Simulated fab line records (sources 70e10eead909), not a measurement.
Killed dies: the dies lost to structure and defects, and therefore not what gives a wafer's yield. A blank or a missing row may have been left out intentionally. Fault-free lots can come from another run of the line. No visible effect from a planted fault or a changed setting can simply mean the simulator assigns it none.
fab line records -- flow nand-harc
record: lots: 12, wafers: 36, last-day: 24
route steps=1159 shown A_STAIRCASE@705 END@1159
lots with no fault: from the same line, run without faults
start-h: the number of hours between the record's first day and the start of the first shown wafer of the lot -- wait-h: how many hours have passed since the lot's step before this one -- " as in the row above -- L1.1+2: a single row standing in for several wafers -- - no value, or no start was given -- * or withheld: withheld -- < > ~ a bound
route shown NAME@n: a module of which the file shows steps, and the number in the route of the first -- usual: mean and standard deviation over wafers with no fault -- same: alike in all rows -- chamber/n: place in a boat -- sites: readings site by site -- _std_site: the values' standard deviation -- _edge_site: mean of outer sites minus mean of inner sites -- radius-mm: how far each site lies from the wafer's centre -- mask NAME#n: copy n -- behind: the last tool/chamber to shape the wafer -- hold: why the lot was held/for how many hours/how that ended -- device: the transistor (n, p or np) that didn't switch -- end of line: the tests these same wafers got at the end of their route -- a step given without rows: its recipe and nothing more -- killed: the dies lost at the first sort to structure and to defects; this is not the yield of the wafer -- map: dies across one wafer; x = killed, . = not, _ = none there
set.NAME: the setting that was run; set.NAME@STEP: the one run at that earlier step -- model.NAME: the simulator's own value behind a step, which no gauge read
the route's steps for a sample of lots (tables are steps, rows are wafers)
services: from which hour (start-h, from the record's first day; less than 0 if before it) a tool's chamber was out of use, for how many hours, and why
== steps ==
step: NHARC_A_STAIRCASE_ALD_420
recipe: target-thk-a: 200, pulse-time-s: 6, ald-cycles: 200, temp-c: 300, material: SiO2
usual: heater-power-outer-w: 269/23, heater-power-w: 482/31, precursor-pulse-height-rel: 0.999/0.022
same: ald-cycles: 200
lot.wafer,tool,chamber,start-h,wait-h,heater-power-outer-w,heater-power-w,precursor-pulse-height-rel
L841.2,ald-hk-03,2,284.24,-,294,514,0.960
L841.5,ald-hk-03,3,284.24,-,293,505,0.992
L841.6,ald-hk-03,0,284.24,-,257,476,0.985
L842.2,ald-hk-03,0,291.31,-,258,464,0.983
L842.1,ald-hk-03,2,291.31,-,299,526,0.991
L842.6,ald-hk-03,0,291.31,-,248,461,1.018
L843.4,ald-hk-04,2,291.72,-,280,501,0.969
L843.3,ald-hk-04,3,291.72,-,270,481,1.003
L843.2,ald-hk-04,0,291.72,-,259,469,1.001
L845.3,ald-hk-03,3,309.41,-,288,497,1.004
L845.4,ald-hk-03,1,309.41,-,265,468,0.987
L845.2,ald-hk-03,2,309.41,-,281,517,0.975
L848.2,ald-hk-04,2,323.62,-,275,489,1.005
L848.3,ald-hk-04,3,323.62,-,278,461,0.990
L848.5,ald-hk-04,3,323.62,-,273,467,0.997
L849.4,ald-hk-04,3,324.57,-,273,476,0.989
L849.2,ald-hk-04,0,324.57,-,272,473,0.971
L849.3,ald-hk-04,2,324.57,-,278,497,0.993
L854.4,ald-hk-03,0,345.33,-,263,507,0.977
L854.5,ald-hk-03,0,345.33,-,270,488,0.975
L854.6,ald-hk-03,1,345.33,-,263,462,0.987
L851.2,ald-hk-04,3,345.66,-,275,468,1.020
L851.3,ald-hk-04,0,345.66,-,265,488,0.982
L851.5,ald-hk-04,1,345.66,-,196,404,0.979
L855.2,ald-hk-03,2,367.63,-,281,493,0.996
L855.3,ald-hk-03,3,367.63,-,285,505,1.021
L855.1,ald-hk-03,1,367.63,-,266,469,1.016
L856.1,ald-hk-01,3,368.10,-,252,458,1.026
L856.6,ald-hk-01,0,368.10,-,278,480,1.004
L856.5,ald-hk-01,1,368.10,-,293,514,0.949
L863.4,ald-hk-03,0,404.00,-,267,490,0.991
L863.1,ald-hk-03,1,404.00,-,275,471,1.009
L863.2,ald-hk-03,2,404.00,-,279,480,0.968
L862.2,ald-hk-03,0,408.18,-,264,477,1.019
L862.3,ald-hk-03,2,408.18,-,291,494,0.999
L862.6,ald-hk-03,3,408.18,-,286,518,1.004
step: NHARC_A_STAIRCASE_DESCUM_443
recipe: time-s: 3, o2-flow-sccm: 200, ar-flow-sccm: 0, bias-power-w: 0, chemistry: O2
usual: drypump-motor-current-A: 6.0/0.4, oes-product-au: 1.000/0.0079, rf-vpp-V: 57.8/0.86, showerhead-plenum-p-Torr: 1.90/0.088, throttle-valve-pct: 11.310/0.0093
same: time-s: 3
lot.wafer,tool,chamber,start-h,wait-h,drypump-motor-current-A,oes-product-au,rf-hours-counter-h,rf-vpp-V,showerhead-plenum-p-Torr,throttle-valve-pct
L841.2,rie-diel-12,0,314.56,-,5.8,0.981,36,59.3,2.06,11.305
L841.6,rie-diel-12,3,314.56,-,5.5,0.991,-,58.0,1.99,11.309
L841.5,rie-diel-12,0,314.56,-,5.7,0.988,-,59.0,2.06,11.313
L843.3,rie-diel-12,3,325.59,-,5.5,1.005,42,57.6,1.99,11.300
L843.4,rie-diel-12,0,325.59,-,5.8,0.996,41,58.2,2.06,11.329
L843.2,rie-diel-12,1,325.59,-,5.9,0.997,39,58.6,2.04,11.312
L842.2,rie-diel-02,1,325.91,-,6.2,1.005,56,56.7,1.79,11.297
L842.1,rie-diel-02,2,325.91,-,5.3,0.990,61,58.4,1.88,11.316
L842.6,rie-diel-02,1,325.91,-,6.3,1.009,-,57.6,1.79,11.323
L845.3,rie-diel-02,2,344.51,-,5.3,0.989,4,58.0,1.88,11.321
L845.4,rie-diel-02,0,344.51,-,5.6,1.008,4,57.6,1.79,11.323
L845.2,rie-diel-02,1,344.51,-,6.3,0.997,2,57.2,1.78,11.294
L848.3,rie-diel-02,1,356.69,-,6.2,1.011,7,57.0,1.78,11.312
L848.2,rie-diel-02,2,356.69,-,5.3,0.997,11,58.1,1.88,11.306
L848.5,rie-diel-02,0,356.69,-,5.7,1.007,-,57.8,1.79,11.305
L849.4,rie-diel-05,0,356.84,-,5.8,1.004,3,57.3,1.94,11.316
L849.3,rie-diel-05,1,356.84,-,5.9,0.999,3,58.8,1.90,11.329
L849.2,rie-diel-05,2,356.84,-,6.1,0.993,3,57.5,2.01,11.299
L851.3,rie-diel-05,2,380.07,-,6.2,0.996,7,57.1,2.00,11.321
L851.2,rie-diel-05,1,380.07,-,5.9,1.005,10,58.4,1.90,11.310
L851.5,rie-diel-05,3,380.07,-,6.7,1.001,-,58.4,1.90,11.304
L854.4,rie-diel-02,1,380.13,-,6.3,0.998,14,57.1,1.78,11.302
L854.5,rie-diel-02,2,380.13,-,5.3,0.981,-,57.9,1.87,11.302
L854.6,rie-diel-02,3,380.13,-,6.4,0.994,-,57.3,1.78,11.299
L855.3,rie-diel-05,0,402.08,-,5.8,1.004,21,58.5,1.93,11.312
L855.2,rie-diel-05,1,402.08,-,5.9,1.010,19,57.3,1.90,11.333
L855.1,rie-diel-05,2,402.08,-,6.2,1.014,16,57.1,2.00,11.306
L856.1,rie-diel-02,1,402.27,-,6.3,1.004,25,57.4,1.78,11.289
L856.5,rie-diel-02,2,402.27,-,5.3,1.002,-,56.7,1.87,11.315
L856.6,rie-diel-02,3,402.27,-,6.4,1.001,-,57.4,1.78,11.320
L863.1,rie-diel-05,2,437.19,-,6.2,0.997,31,57.4,2.00,11.316
L863.4,rie-diel-05,3,437.19,-,6.6,1.001,37,56.6,1.89,11.308
L863.2,rie-diel-05,0,437.19,-,5.8,1.004,36,57.8,1.93,11.319
L862.2,rie-diel-02,3,437.35,-,6.4,1.001,43,57.5,1.77,11.286
L862.3,rie-diel-02,0,437.35,-,5.7,1.009,41,55.6,1.78,11.314
L862.6,rie-diel-02,3,437.35,-,6.4,1.006,-,57.6,1.77,11.305
step: NHARC_A_STAIRCASE_ETCH_444
recipe: target-depth-a: 1.02e+05, time-s: 3400, c4f8-flow-sccm: 20, o2-flow-sccm: 10, ar-flow-sccm: withheld, rf-w: 600, bias-w: 1000, chemistry: C4F8/O2
usual: bias-w: 1000.1/2.8, chamber-pressure-mTorr: 25.002/0.025, oes-product-au: 0.939/0.021, rf-vpp-V: 806/5.2, time-s: 3400/0
lot.wafer,tool,chamber,start-h,wait-h,bias-w,chamber-pressure-mTorr,oes-product-au,rf-hours-counter-h,rf-vpp-V,time-s
L841.2,rie-diel-12,2,315.35,0.8,996.3,24.986,0.920,36,807,3400
L841.5,rie-diel-12,3,315.35,0.8,1000.1,25.014,0.930,-,811,3400
L841.6,rie-diel-12,0,315.35,0.8,999.5,25.044,0.907,-,814,3400
L843.2,rie-diel-12,0,325.67,0.1,1004.0,24.981,0.913,41,815,3400
L843.4,rie-diel-12,2,325.67,0.1,1000.2,25.005,0.927,41,808,3400
L843.3,rie-diel-12,3,325.67,0.1,1003.2,24.980,0.922,42,810,3400
L842.1,rie-diel-02,0,326.00,0.1,1002.3,24.994,0.926,58,800,3400
L842.2,rie-diel-02,3,326.00,0.1,1005.2,24.970,0.924,60,800,3400
L842.6,rie-diel-02,0,326.00,0.1,1001.8,25.022,0.924,-,799,3400
L845.3,rie-diel-02,3,344.94,0.4,996.4,25.053,0.947,5,799,3400
L845.2,rie-diel-02,0,344.94,0.4,999.0,25.029,0.967,5,802,3400
L845.4,rie-diel-02,1,344.94,0.4,1000.4,25.023,0.942,2,799,3400
L849.3,rie-diel-05,2,356.91,0.1,1001.8,24.972,0.985,4,812,3400
L849.2,rie-diel-05,3,356.91,0.1,1005.5,25.032,0.972,4,805,3400
L849.4,rie-diel-05,0,356.91,0.1,999.3,24.977,0.965,3,809,3400
L848.3,rie-diel-02,0,356.99,0.3,1003.2,24.977,0.964,10,801,3400
L848.2,rie-diel-02,2,356.99,0.3,998.1,24.994,0.965,11,806,3400
L848.5,rie-diel-02,3,356.99,0.3,1000.7,25.018,0.955,-,801,3400
L851.3,rie-diel-05,0,380.39,0.3,1002.3,24.999,0.969,11,809,3400
L851.2,rie-diel-05,1,380.39,0.3,996.4,24.985,0.984,11,807,3400
L851.5,rie-diel-05,3,380.39,0.3,996.3,25.002,0.964,-,806,3400
L854.4,rie-diel-02,2,380.72,0.6,1001.6,25.019,0.950,18,804,3400
L854.5,rie-diel-02,0,380.72,0.6,999.4,24.995,0.960,-,799,3400
L854.6,rie-diel-02,1,380.72,0.6,999.3,24.978,0.977,-,800,3400
L855.1,rie-diel-05,2,402.16,0.1,-,-,-,-,-,-
L855.3,rie-diel-05,0,402.16,0.1,-,-,-,-,-,-
L855.2,rie-diel-05,1,402.16,0.1,-,-,-,-,-,-
L856.1,rie-diel-02,0,403.06,0.8,-,-,-,-,-,-
L856.5,rie-diel-02,2,403.06,0.8,-,-,-,-,-,-
L856.6,rie-diel-02,3,403.06,0.8,-,-,-,-,-,-
L863.1,rie-diel-05,0,437.51,0.3,999.0,24.993,0.925,36,809,3400
L863.4,rie-diel-05,1,437.51,0.3,1001.0,24.962,0.927,31,805,3400
L863.2,rie-diel-05,3,437.51,0.3,999.0,25.035,0.927,38,806,3400
L862.3,rie-diel-02,2,437.76,0.4,998.4,24.987,0.915,43,805,3400
L862.2,rie-diel-02,0,437.76,0.4,998.5,25.031,0.924,42,799,3400
L862.6,rie-diel-02,1,437.76,0.4,1003.3,24.985,0.925,-,799,3400
step: NHARC_A_STAIRCASE_STRIP_475
recipe: time-s: 20, o2-flow-sccm: 500, ar-flow-sccm: 0, bias-w: 0, chemistry: O2
usual: drypump-motor-current-A: 5.9/0.35, oes-product-au: 0.999/0.0081, rf-vpp-V: 57.9/0.9, showerhead-plenum-p-Torr: 3.56/0.15, throttle-valve-pct: 17.036/0.0096
same: time-s: 20
lot.wafer,tool,chamber,start-h,wait-h,drypump-motor-current-A,oes-product-au,rf-hours-counter-h,rf-vpp-V,showerhead-plenum-p-Torr,throttle-valve-pct
L841.2,rie-diel-05,3,-,-,6.6,0.984,50,58.9,3.51,17.020
L841.5,rie-diel-05,0,-,-,5.8,0.988,-,57.2,3.58,17.033
L841.6,rie-diel-05,1,-,-,5.9,1.003,-,58.0,3.52,17.038
L843.3,rie-diel-05,0,-,-,5.8,0.994,60,57.8,3.58,17.021
L843.4,rie-diel-05,1,-,-,5.9,1.001,58,58.3,3.52,17.037
L843.2,rie-diel-05,2,-,-,6.2,0.991,59,58.5,3.69,17.038
L842.1,rie-diel-05,2,-,-,6.1,1.002,59,57.7,3.69,17.043
L842.2,rie-diel-05,3,-,-,6.7,0.991,54,57.0,3.51,17.038
L842.6,rie-diel-05,1,-,-,5.9,1.004,-,57.6,3.52,17.023
L845.4,rie-diel-02,0,-,-,5.7,1.013,6,56.6,3.32,17.017
L845.2,rie-diel-02,1,-,-,6.3,1.006,4,57.6,3.30,17.025
L845.3,rie-diel-02,2,-,-,5.3,0.982,7,57.3,3.47,17.009
L848.2,rie-diel-12,2,-,-,5.8,1.002,47,59.4,3.55,17.040
L848.3,rie-diel-12,3,-,-,5.5,0.995,58,58.8,3.65,17.035
L848.5,rie-diel-12,2,-,-,5.8,1.003,-,57.3,3.55,17.016
L849.2,rie-diel-12,2,-,-,5.8,0.995,48,56.8,3.55,17.040
L849.4,rie-diel-12,3,-,-,5.5,1.003,58,59.4,3.65,17.037
L849.3,rie-diel-12,1,-,-,5.9,0.989,56,60.5,3.74,17.049
L851.2,rie-diel-05,0,-,-,5.8,0.997,14,57.5,3.57,17.039
L851.3,rie-diel-05,1,-,-,5.9,1.002,12,56.9,3.51,17.025
L851.5,rie-diel-05,0,-,-,5.8,0.989,-,57.4,3.57,17.017
L854.4,rie-diel-02,0,-,-,5.7,1.012,20,57.8,3.31,17.041
L854.5,rie-diel-02,3,-,-,6.4,0.995,-,58.0,3.30,17.037
L854.6,rie-diel-02,0,-,-,5.7,1.009,-,57.1,3.31,17.030
L855.2,rie-diel-05,0,-,-,5.8,1.000,23,57.6,3.56,17.037
L855.3,rie-diel-05,1,-,-,5.9,1.008,21,58.0,3.50,17.027
L855.1,rie-diel-05,2,-,-,6.1,1.003,19,58.7,3.68,17.039
L856.1,rie-diel-12,2,-,-,5.8,0.991,8,57.8,3.55,17.015
L856.5,rie-diel-12,0,-,-,5.8,1.018,-,58.7,3.77,17.049
L856.6,rie-diel-12,1,-,-,5.9,0.999,-,58.4,3.74,17.038
L863.4,rie-diel-02,2,-,-,5.3,0.995,46,57.4,3.45,17.026
L863.1,rie-diel-02,3,-,-,6.4,1.003,46,58.3,3.28,17.035
L863.2,rie-diel-02,1,-,-,6.3,1.002,41,57.8,3.29,17.044
L862.3,rie-diel-05,1,-,-,5.9,1.011,34,58.2,3.50,17.053
L862.2,rie-diel-05,3,-,-,6.7,1.011,39,57.0,3.48,17.059
L862.6,rie-diel-05,1,-,-,5.9,1.009,-,57.1,3.50,17.046
step: NHARC_END_SORT_01
recipe: temp-c: 25
usual: killed-at-array: 29/12, killed-at-other: 0.7/1, killed-at-periphery: 4/3.2, killed-dies: 34/12, killed-open: 3.4/2, killed-short: 1.8/1.3
same: gross-dies: 677
lot.wafer,tool,chamber,start-h,wait-h,killed-at-array,killed-at-other,killed-at-periphery,killed-dies,killed-open,killed-short
L855.1,prober-02,0,544.54,2.5,676,1,0,677,3,0
L855.2,prober-02,0,545.34,2.8,674,0,3,677,7,2
L855.3,prober-02,0,546.14,3.1,671,0,6,677,4,3
L856.1,prober-01,0,552.36,2.6,661,0,16,677,4,4
L856.5,prober-01,0,555.53,3.7,663,1,13,677,2,0
L856.6,prober-01,0,556.32,4.0,666,2,9,677,3,2
killed by level:class
L855.1 A_STAIRCASE:area-etch=651 A_CHANNEL_HOLE_D1:chamber-film-flake=8 A_STAIRCASE:chamber-film-flake=6 A_CONTACT:chamber-film-flake=5 A_SLIT:chamber-film-flake=3 A_CONTACT:geometric-particle:open=2 A_WL_FILL:geometric-particle:open=1 THIN_TSV:chamber-film-flake=1
L855.2 A_STAIRCASE:area-etch=633 A_CHANNEL_HOLE_D1:chamber-film-flake=21 A_CONTACT:chamber-film-flake=7 A_STAIRCASE:chamber-film-flake=5 A_WL_FILL:geometric-particle:short=2 A_BLC:geometric-particle:open=2 P_STI:chamber-film-flake=2 P_M2:geometric-particle:open=1
L855.3 A_STAIRCASE:area-etch=633 A_CHANNEL_HOLE_D1:chamber-film-flake=17 A_CONTACT:chamber-film-flake=9 P_CONTACT:chamber-film-flake=4 A_STAIRCASE:chamber-film-flake=4 A_SLIT:chamber-film-flake=3 A_SLIT:geometric-particle:open=2 P_M0:geometric-particle:open=1
L856.1 A_STAIRCASE:area-etch=632 A_CONTACT:chamber-film-flake=11 P_CONTACT:chamber-film-flake=9 A_STAIRCASE:chamber-film-flake=7 P_ZERO_WELL:chamber-film-flake=4 A_CHANNEL_HOLE_D1:chamber-film-flake=4 P_CONTACT:geometric-particle:open=2 A_WL_FILL:geometric-particle:short=2
L856.5 A_STAIRCASE:area-etch=640 A_STAIRCASE:chamber-film-flake=9 A_CONTACT:chamber-film-flake=8 P_ZERO_WELL:chamber-film-flake=7 P_CONTACT:chamber-film-flake=6 A_CHANNEL_HOLE_D1:chamber-film-flake=4 A_ONON_D1:geometric-particle:open=1 A_CHANNEL_FILL_D1:geometric-particle:open=1
L856.6 A_STAIRCASE:area-etch=639 A_CONTACT:chamber-film-flake=8 A_CHANNEL_HOLE_D1:chamber-film-flake=6 A_STAIRCASE:chamber-film-flake=6 P_ZERO_WELL:chamber-film-flake=5 A_CONTACT:geometric-particle:open=2 P_CONTACT:chamber-film-flake=2 THIN_TSV:chamber-film-flake=2
== services ==
tool,chamber,start-h,hours,kind
rie-diel-02,2,269.84,3.8,repair
ald-hk-01,-,273.68,51.6,repair
rie-diel-02,0,282.97,-,clean
rie-diel-02,1,282.97,-,clean
rie-diel-02,2,282.97,-,clean
rie-diel-02,3,282.97,-,clean
rie-diel-02,1,290.03,6.3,repair
rie-diel-02,0,307.47,-,clean
rie-diel-02,1,307.47,-,clean
rie-diel-02,2,307.47,-,clean
rie-diel-02,3,307.47,-,clean
rie-diel-02,-,328.07,9.0,pm
rie-diel-02,0,328.07,9.0,vent-cycle
rie-diel-02,1,328.07,13.5,vent-cycle
rie-diel-02,2,328.07,9.0,vent-cycle
rie-diel-02,3,328.07,9.0,vent-cycle
rie-diel-02,0,337.07,-,clean
rie-diel-02,0,337.07,-,consumable-replace:focus-ring
rie-diel-12,2,339.80,17.4,repair
rie-diel-05,-,340.66,9.0,pm
ald-hk-03,-,351.92,0.4,repair
rie-diel-05,2,360.06,14.7,repair
rie-diel-12,-,379.51,9.0,pm
ald-hk-01,-,409.12,10.0,pm
== key ==
first-sign: step: NHARC_A_STAIRCASE_ETCH_444, reading: tool-record, direction: missing
effect: step: NHARC_END_SORT_01, reading: killed-dies, direction: up, sigmas: 55, usual: 34, struck: 677
more-kills-born-at: NHARC_A_STAIRCASE_ETCH_444@rie-diel-05: 1917, NHARC_A_STAIRCASE_ETCH_444@rie-diel-02: 1911
met-at NHARC_A_STAIRCASE_ETCH_444
struck-lots L855,L856
later-rows-left-out L855.1,L855.2,L855.3,L856.1,L856.5,L856.6
tester-left-out L855,L856
not-acting-at NHARC_A_STAIRCASE_ALD_420,NHARC_A_STAIRCASE_DESCUM_443,NHARC_A_STAIRCASE_STRIP_475
onset-between 380.72 402.16
fault: kind: skipped-step-whole, tool: rie-diel-02,rie-diel-05, chamber: -, onset-h: 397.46, steps: NHARC_A_STAIRCASE_ETCH_444, scope: struck-lots-only
tester-left-out: of these lots the tester's yield and bins aren't shown, on N5 and GAA mostly nor the transistor test; their killed dies are dies lost to structure and defects alone, not to doping, threshold or leakage, so they don't give the yield
later-rows-left-out: the simulator's readings of these wafers behind a module that went badly wrong aren't trusted and aren't shown, but for the sort
